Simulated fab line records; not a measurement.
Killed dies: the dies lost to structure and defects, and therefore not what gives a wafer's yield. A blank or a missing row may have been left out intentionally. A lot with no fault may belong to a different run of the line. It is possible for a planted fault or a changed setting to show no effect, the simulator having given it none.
fab line records -- flow n5Finfet
[record] lots = 7, wafers = 19, lastDay = 17
route steps=1938 shown DUMMY_GATE@218
lots that met no fault: from a run of the same line without faults
startH: hours from the record's opening day to when the first of the lot's shown wafers began -- waitH: hours elapsed since this lot's preceding step -- " as in the row above -- L1.1+2: a single row standing in for several wafers -- - no value, or no start was given -- * or withheld: withheld -- < > ~ a bound
route shown NAME@n: NAME is a module with steps in the file, n the number in the route of the first one -- usual: mean and standard deviation over wafers with no fault -- same: alike in all rows -- chamber/n: place in a boat -- sites: the reading at each site -- _std_site: standard deviation across them -- _edge_site: mean of outer sites minus mean of inner sites -- radiusMm: for every site, how far away it sits from the centre of the wafer -- mask NAME#n: copy n -- behind: the last tool/chamber to shape the wafer -- hold: what put the lot on hold/how long, in hours/how the hold closed -- device: which transistor (n, p or np) failed to switch -- end of line: the route-end tests of the same wafers -- for a step that has no rows: nothing shown but its recipe -- killed: dies lost to structure and defects at the first sort, not the wafer's yield -- map: shows each die of a wafer: x if killed, . if not, _ if none is there
set.NAME: the run value of the setting; set.NAME@STEP: its run value at that earlier step -- model.NAME: the simulator's own value behind a step, which no gauge read
certain route steps with their lots: each step a table, each wafer a row
services: the hour from which a tool's chamber was out of use, counted from the record's first day as startH (under 0 if before that day), plus the number of hours and why
[[steps]]
[step N5_DUMMY_GATE_CMP_04]
[recipe] material = a-Si, postCmpClean = alkalineBrush
[usual] motorCurrentA = 10.4/1.2, timeToEndpointS = 13.4/2.9
lot.wafer,tool,chamber,startH,waitH,motorCurrentA,timeToEndpointS
L494.3,cmp-01,1,57.03,0.0,9.9,14.2
L494.5,cmp-01,2,57.03,0.0,8.7,14.4
L502.2,cmp-02,3,103.25,0.1,9.2,10.9
L502.5,cmp-02,1,103.25,0.1,10.0,17.2
L509.4,cmp-01,1,143.34,0.1,10.2,16.0
L509.3,cmp-01,2,143.34,0.1,8.5,12.1
L509.5,cmp-01,0,143.34,0.1,12.2,11.1
L510.4,cmp-03,0,149.90,0.1,10.1,9.0
L510.6,cmp-03,3,149.90,0.1,12.0,16.4
L510.5,cmp-03,0,149.90,0.1,10.2,10.6
L511.4,cmp-01,3,159.78,0.1,10.0,15.9
L511.5,cmp-01,2,159.78,0.1,8.6,11.7
L511.6,cmp-01,3,159.78,0.1,9.2,18.3
L514.1,cmp-03,2,175.10,0.0,11.6,9.9
L514.4,cmp-03,0,175.10,0.0,9.7,10.9
L514.5,cmp-03,2,175.10,0.0,11.0,10.6
L515.2,cmp-03,1,178.32,0.1,12.0,13.6
L515.4,cmp-03,3,178.32,0.1,12.3,15.5
L515.5,cmp-03,1,178.32,0.1,11.6,15.7
[step N5_DUMMY_GATE_THK_MEAS_05]
[usual] thkNm = 71.6/1.4
lot.wafer,tool,chamber,startH,waitH,thkNm
L494.3,filmMetro-01,-,57.27,0.2,72.2
L494.5,filmMetro-01,-,57.27,0.2,71.1
L502.2,filmMetro-01,-,103.43,0.1,70.6
L502.5,filmMetro-01,-,103.43,0.1,72.4
L509.3,filmMetro-02,-,143.52,0.1,70.6
L509.4,filmMetro-02,-,143.52,0.1,72.7
L509.5,filmMetro-02,-,143.52,0.1,69.4
L510.4,filmMetro-01,-,150.12,0.2,70.7
L510.5,filmMetro-01,-,150.12,0.2,70.0
L510.6,filmMetro-01,-,150.12,0.2,73.0
L511.4,filmMetro-02,-,159.99,0.2,73.8
L511.5,filmMetro-02,-,159.99,0.2,71.7
L511.6,filmMetro-02,-,159.99,0.2,73.5
L514.1,filmMetro-02,-,175.34,0.2,69.5
L514.4,filmMetro-02,-,175.34,0.2,71.1
L514.5,filmMetro-02,-,175.34,0.2,69.1
L515.2,filmMetro-02,-,178.54,0.2,71.0
L515.4,filmMetro-02,-,178.54,0.2,72.7
L515.5,filmMetro-02,-,178.54,0.2,74.0
[step N5_DUMMY_GATE_HM_DEP_06]
[recipe] material = SiNx, targetThkA = 800, precursor = DCS/NH3, tempC = 700, pressureMtorr = 300, timeS = 5141
[step N5_DUMMY_GATE_PECVD_30]
[recipe] material = SiO2, targetThkA = 550, tempC = 400, precursor = TEOS/O2, pressureTorr = 6.5, rfW = withheld, teosFlowSccm = withheld, gas = O2, flowSccm = 2650, timeS = 10.8
[step N5_DUMMY_GATE_COAT_34]
[recipe] resist = SOC, tempC = 250, timeS = 60, spinRpm = 1500, resistThkNm = 60
[step N5_DUMMY_GATE_COAT_35]
[recipe] resist = SiARC, tempC = 220, timeS = 60, spinRpm = 1500, resistThkNm = 10
[step N5_DUMMY_GATE_COAT_28]
[recipe] resist = underlayer, tempC = 205, timeS = 60, spinRpm = 1500, resistThkNm = 10
[step N5_DUMMY_GATE_COAT_09]
[recipe] resist = CAR-EUV, spinRpm = 1500, resistThkNm = 30
[step N5_DUMMY_GATE_EBR_11]
[recipe] solvent = PGMEA, ebrWidthMm = 1.5
[step N5_DUMMY_GATE_SOFTBAKE_10]
[recipe] tempC = 110, timeS = 60, resist = CAR-EUV
[step N5_DUMMY_GATE_EXPOSE_12]
[recipe] maskId = GATE, na = 0.33, sourceShape = annular, sigmaInner = 0.2, sigmaOuter = 0.6, polarization = unpolarized, targetCdNm = 25, doseMj = 34
[step N5_DUMMY_GATE_PEB_13]
[recipe] pebTempC = 100, pebTimeS = 60, resist = CAR-EUV
[step N5_DUMMY_GATE_DEVELOP_14]
[recipe] developTimeS = 30, developer = TMAH, resist = CAR-EUV, rinseLiquid = surfactantRinse, dry = airSpin, devTempC = 23
[usual] chillPlateTempC = 23.03/0.1, developTimeS = 30/0
lot.wafer,tool,chamber,startH,waitH,chillPlateTempC,developTimeS,model.CAR-EUV_of_DUMMY_GATE_COAT_09.thkNm
L494.3,lithoTrack-02,0,61.50,-,23.09,30,29.6
L494.5,lithoTrack-02,0,61.50,-,23.14,30,29.6
L502.2,lithoTrack-03,0,107.66,-,22.92,30,29.6
L502.5,lithoTrack-03,0,107.66,-,22.84,30,29.6
L509.3,lithoTrack-02,-,147.76,-,-,-,30
L509.4,lithoTrack-02,-,147.76,-,-,-,30
L509.5,lithoTrack-02,-,147.76,-,-,-,30
L510.4,lithoTrack-02,-,154.48,-,-,-,29.8
L510.5,lithoTrack-02,-,154.48,-,-,-,30
L510.6,lithoTrack-02,-,154.48,-,-,-,30
L511.4,lithoTrack-03,-,164.35,-,-,-,30
L511.5,lithoTrack-03,-,164.35,-,-,-,30
L511.6,lithoTrack-03,-,164.35,-,-,-,30
L514.1,lithoTrack-03,0,179.70,-,22.78,30,29.4
L514.4,lithoTrack-03,0,179.70,-,22.93,30,29.6
L514.5,lithoTrack-03,0,179.70,-,22.93,30,29.6
L515.2,lithoTrack-03,0,182.89,-,23.10,30,29.6
L515.4,lithoTrack-03,0,182.89,-,22.92,30,29.6
L515.5,lithoTrack-03,0,182.89,-,23.24,30,29.6
[step N5_DUMMY_GATE_CD_MEAS_15]
[recipe] targetCdNm = 25.8, landingEnergyEv = 500, detector = seInlens
[usual] cdNm = 24.91/0.25
lot.wafer,tool,chamber,startH,waitH,cdNm
L494.3,cdSem-03,0,61.57,-,25.15
L494.5,cdSem-03,0,61.57,-,25.01
L502.2,cdSem-02,0,107.72,-,24.40
L502.5,cdSem-02,0,107.72,-,24.95
L509.3,cdSem-02,0,147.83,-,-
L509.4,cdSem-02,0,147.83,-,-
L509.5,cdSem-02,0,147.83,-,-
L510.4,cdSem-01,0,154.55,-,-
L510.5,cdSem-01,0,154.55,-,-
L510.6,cdSem-01,0,154.55,-,-
L511.4,cdSem-01,0,164.41,-,-
L511.5,cdSem-01,0,164.41,-,-
L511.6,cdSem-01,0,164.41,-,-
L514.1,cdSem-03,0,179.76,-,25.12
L514.4,cdSem-03,0,179.76,-,24.59
L514.5,cdSem-03,0,179.76,-,24.72
L515.2,cdSem-03,0,182.96,-,25.20
L515.4,cdSem-03,0,182.96,-,25.01
L515.5,cdSem-03,0,182.96,-,24.61
[[services]]
tool,chamber,startH,hours,kind
cmp-02,-,81.43,4.0,pm
cmp-02,-,85.43,-,consumableReplace:conditioner
cmp-02,-,85.43,-,consumableReplace:pad
cmp-03,-,98.21,7.3,pm
cmp-02,-,118.62,3.4,pm
cmp-03,-,136.48,0.7,repair
cmp-01,-,144.82,1.6,repair
cmp-03,-,167.76,4.0,pm
cmp-01,-,171.34,4.0,pm
cmp-03,-,171.76,-,consumableReplace:conditioner
cmp-03,-,171.76,-,consumableReplace:pad
cmp-01,-,175.34,-,consumableReplace:conditioner
cmp-01,-,175.34,-,consumableReplace:pad
[[key]]
[firstSign] step = N5_DUMMY_GATE_DEVELOP_14, reading = toolRecord, direction = missing
effect none on later readings
[modelEffect] step = N5_DUMMY_GATE_DEVELOP_14, value = CAR-EUV_of_DUMMY_GATE_COAT_09.thkNm, without = 29.51, struck = 29.98
metAt N5_DUMMY_GATE_DEVELOP_14
struckWafers L509.3,L509.4,L509.5,L510.4,L510.5,L510.6,L511.4,L511.5,L511.6
laterRowsLeftOut L509.3,L509.4,L509.5,L510.4,L510.5,L510.6,L511.4,L511.5,L511.6
sortLeftOut L509.3,L509.4,L509.5,L510.4,L510.5,L510.6,L511.4,L511.5,L511.6
onsetBetween 107.66 147.76
[fault] kind = skippedStepWhole, tool = lithoTrack-02,lithoTrack-03, chamber = -, onsetH = 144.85, steps = N5_DUMMY_GATE_DEVELOP_14, scope = struckLotsOnly
// sortLeftOut: the simulated sort isn't trusted on such a fault, so these wafers' sort isn't shown, and their yield isn't known
// laterRowsLeftOut: the simulator's readings of these wafers behind a module that went badly wrong aren't trusted and aren't shown, but for the sort
